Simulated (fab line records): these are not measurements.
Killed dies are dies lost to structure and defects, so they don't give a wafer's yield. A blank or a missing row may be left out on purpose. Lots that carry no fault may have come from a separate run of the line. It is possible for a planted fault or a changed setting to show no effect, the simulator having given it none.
8D (eight disciplines) problem report, filled in by code || flow n5Finfet || the parts of the form that need people (team, actions taken, sign-off) are left out

## 1. THE ISSUE
Wafers free of any fault read 0.1 nm (standard deviation 0.76) for PMOS_HMC_BLK_OVL at N5_PMOS_HMC_CHANNEL_EPI_OVL_MEAS_10, against a mean of 47.3 nm on 6 wafers of 2 lots. Relative to the usual mean, that is a shift of +62 standard deviations.
The first sign was on wafer L493.1 at day 6 16:32, on overlay-02. Wafers with a number at this step in the record: 27, from 9 lots. The rule behind "out" and "out of limits": a value lying over 4 standard deviations away from the usual mean. The other wafers with a number count as sound.

## 2. WHAT THIS IS AND IS NOT
{"question": "which readings at this step", "is": "PMOS_HMC_BLK_OVL", "is not": "-"}
{"question": "which lots", "is": "L493, L495", "is not": "L474, L475, L477, L480, L481, L486, L494"}
{"question": "which wafers of those lots", "is": "all that have a number", "is not": "-"}
{"question": "read on which gauges", "is": "overlay-01, overlay-02", "is not": "-"}
{"question": "when", "is": "from day 6 16:32", "is not": "up to then (18 sound wafers); but 3 sound wafers of L494 came after"}

## 3. WHAT RULES OUT EACH SUSPECT
Counting: any tool at a process step up to the reading is kept as a suspect provided that every lot that is out went through it and no sound lot did after the first of them.
- ruled out: the gauge at N5_PMOS_HMC_CHANNEL_EPI_OVL_MEAS_10. The wafers that are out were read on 2 gauges (overlay-01, overlay-02).
- arfiScanner-03 at N5_PMOS_HMC_CHANNEL_EPI_EXPOSE_06 (exposes mask PMOS HMC BLK, target cd 240 nm): kept. Every lot that is out went through it, starting with L493 (day 6 16:23), and after that it ran no sound lot; the last sound lot it ran before then is L486 (day 4 17:20).
Remaining after the count: arfiScanner-03 at N5_PMOS_HMC_CHANNEL_EPI_EXPOSE_06.

## 4. THE CAUSE (what the simulator had put in)
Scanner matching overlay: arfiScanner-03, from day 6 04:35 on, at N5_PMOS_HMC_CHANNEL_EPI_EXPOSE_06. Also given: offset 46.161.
The count eliminated every tool but this one.

## 5. SEQUENCE OF EFFECTS, ordered by route
Each row: a reading whose mean over the struck wafers that have a number lies more than 3 standard deviations from the usual. Only readings for which the record gives a usual standard deviation are gone through. hours: the time from each lot's start at the first step in this table that gives one to its start at this step, as a median over the lots. sigmas: the change in usual standard deviations.
{"hours": 0, "step": "N5_PMOS_HMC_CHANNEL_EPI_OVL_MEAS_10", "reading": "PMOS_HMC_BLK_OVL", "usual": "0.1 nm", "on struck wafers": 47.3, "change": "+47.2", "sigmas": "+62"}
Later measuring or inspecting steps at which every struck wafer that the step has a row for has a number for every such reading, and none has moved that far: N5_BEOL_M4_RC_MEAS_101.

## 6. WHAT WOULD HAVE CAUGHT IT SOONER
The first out-of-limits reading at a measuring or inspecting step in this record came at day 6 16:32, 12 hours after the fault's start at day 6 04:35.
L495, from the lots that are out (2), started N5_PMOS_HMC_CHANNEL_EPI_EXPOSE_06 on arfiScanner-03 later than day 6 16:32. A hold on the tool at that time would have spared it.
